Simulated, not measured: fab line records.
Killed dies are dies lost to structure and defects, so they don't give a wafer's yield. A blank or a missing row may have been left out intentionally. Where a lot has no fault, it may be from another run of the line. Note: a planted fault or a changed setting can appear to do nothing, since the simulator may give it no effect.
Chamber matching ; flow n5 finfet ; 4 sister chambers for N5_BEOL_M7_ETCH_61 on rie diel-01
The step etches SiARC in CF4, target depth 45.5 nm, time 75.8 s. 8 wafers are shown with their chamber, then 12 later ones without.

WAFERS WITH THEIR CHAMBER
wafer;chamber;drypump motor current A (A);showerhead plenum p Torr (Torr)
L081.5;3;6.3;2.10
L083.6;0;6.2;2.20
L087.3;1;6.2;2.18
L087.4;2;5.1;2.18
L087.5;3;6.3;2.10
L091.3;2;5.1;2.17
L091.4;0;6.2;2.20
L091.5;1;6.1;2.18

WAFERS MISSING THEIR CHAMBER
wafer;drypump motor current A (A);showerhead plenum p Torr (Torr)
L090.1;6.4;2.09
L090.2;5.1;2.17
L090.6;6.1;2.20
L092.1;6.4;2.09
L092.3;6.1;2.19
L092.6;6.1;2.19
L096.1;5.1;2.17
L096.2;6.3;2.09
L096.4;6.1;2.18
L097.3;6.2;2.19
L097.5;6.2;2.19
L097.6;6.4;2.09

EACH ONE'S CHAMBER
wafer;from the rows above;in truth
L090.1;3;3
L090.2;2;2
L090.6;0;0
L092.1;3;3
L092.3;can't be placed: 1 or 0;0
L092.6;can't be placed: 1 or 0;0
L096.1;2;2
L096.2;3;3
L096.4;1;1
L097.3;can't be placed: 0 or 1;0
L097.5;can't be placed: 0 or 1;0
L097.6;3;3
8 of 12 placed correctly. Unplaceable from these rows: 4, with the true chamber sitting among the candidates in 4. Placed wrongly: 0.
How it was worked out, from the rows above alone: a wafer's distance from a chamber is the root of the sum, over the readings, of the square of ((its reading less the chamber's mean) divided by the reading's scatter). If the next closest chamber is less than 2 further off than the closest, the wafer can't be placed; otherwise it belongs to the closest. A chamber's mean is the mean of its shown wafers. The scatter: take each reading less its chamber's mean, square it, sum over the shown wafers, divide by the number of wafers less the number of chambers, and take the root.
